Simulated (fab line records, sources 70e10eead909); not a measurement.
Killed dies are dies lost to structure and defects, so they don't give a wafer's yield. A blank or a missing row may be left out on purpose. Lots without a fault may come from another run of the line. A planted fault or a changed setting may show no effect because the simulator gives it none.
Chamber matching | flow nand_harc | NHARC_A_ONON_D1_DEP_33 on pecvd-01: 3 sister chambers
The step deposits SiO2, target thk 200 nm. 16 wafers are shown with their chamber, then 8 later ones without.

WAFERS WITH THEIR CHAMBER
wafer  | chamber | throttle_valve_pct (%) | heater_power_w (W) | showerhead_vpp_V (V)
L548.1 | 1       | 17.0                   | 683                | 1897
L548.3 | 0       | 15.5                   | 492                | 1827
L548.4 | 2       | 16.7                   | 496                | 1854
L549.1 | 1       | 16.8                   | 658                | 1901
L549.3 | 2       | 16.8                   | 553                | 1787
L549.5 | 0       | 15.5                   | 464                | 1829
L553.1 | 1       | 17.2                   | 719                | 1851
L553.5 | 2       | 17.1                   | 527                | 1849
L553.6 | 0       | 15.8                   | 537                | 1815
L555.3 | 0       | 15.9                   | 430                | 1826
L555.4 | 1       | 17.3                   | 705                | 1852
L555.6 | 2       | 16.9                   | 563                | 1836
L560.2 | 1       | 17.0                   | 598                | 1857
L560.5 | 0       | 15.4                   | 525                | 1869
L560.6 | 1       | 17.1                   | 615                | 1863
L561.2 | 0       | 15.5                   | 509                | 1841

SIGNATURES (means of the wafers above)
reading            | chamber 0 | chamber 1 | chamber 2 | scatter within a chamber
throttle_valve_pct | 15.600    | 17.067    | 16.875    | 0.184
heater_power_w     | 492.83    | 663.00    | 534.75    | 41.7
showerhead_vpp_V   | 1834.50   | 1870.17   | 1831.50   | 23.5
Rule: a wafer's distance from a chamber is the root of the sum, over the readings, of the square of ((its reading less the chamber's mean) divided by the reading's scatter). The wafer belongs to the nearest chamber; if the next one is less than 2 further off, it can't be placed. The scatter: the root of (the sum of the squares of (reading less its chamber's mean) over the shown wafers, divided by (wafers less chambers)).

WAFERS WITHOUT THEIR CHAMBER
wafer  | throttle_valve_pct (%) | heater_power_w (W) | showerhead_vpp_V (V)
L561.4 | 15.6                   | 518                | 1830
L561.5 | 15.9                   | 579                | 1846
L564.4 | 15.8                   | 521                | 1815
L564.5 | 17.0                   | 667                | 1868
L564.6 | 16.2                   | 573                | 1833
L565.1 | 17.3                   | 683                | 1840
L565.2 | 15.4                   | 481                | 1828
L565.4 | 17.0                   | 720                | 1881

WHICH CHAMBER EACH WENT THROUGH
wafer  | from the rows above          | in truth
L561.4 | 0                            | 0
L561.5 | 0                            | 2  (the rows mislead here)
L564.4 | 0                            | 0
L564.5 | 1                            | 1
L564.6 | can't be placed: 2 or 0 or 1 | 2
L565.1 | 1                            | 1
L565.2 | 0                            | 0
L565.4 | 1                            | 1
Placed correctly: 6 of 8. Can't be placed from these rows: 1 (the true chamber is among the candidates in 1). Placed wrongly: 1.
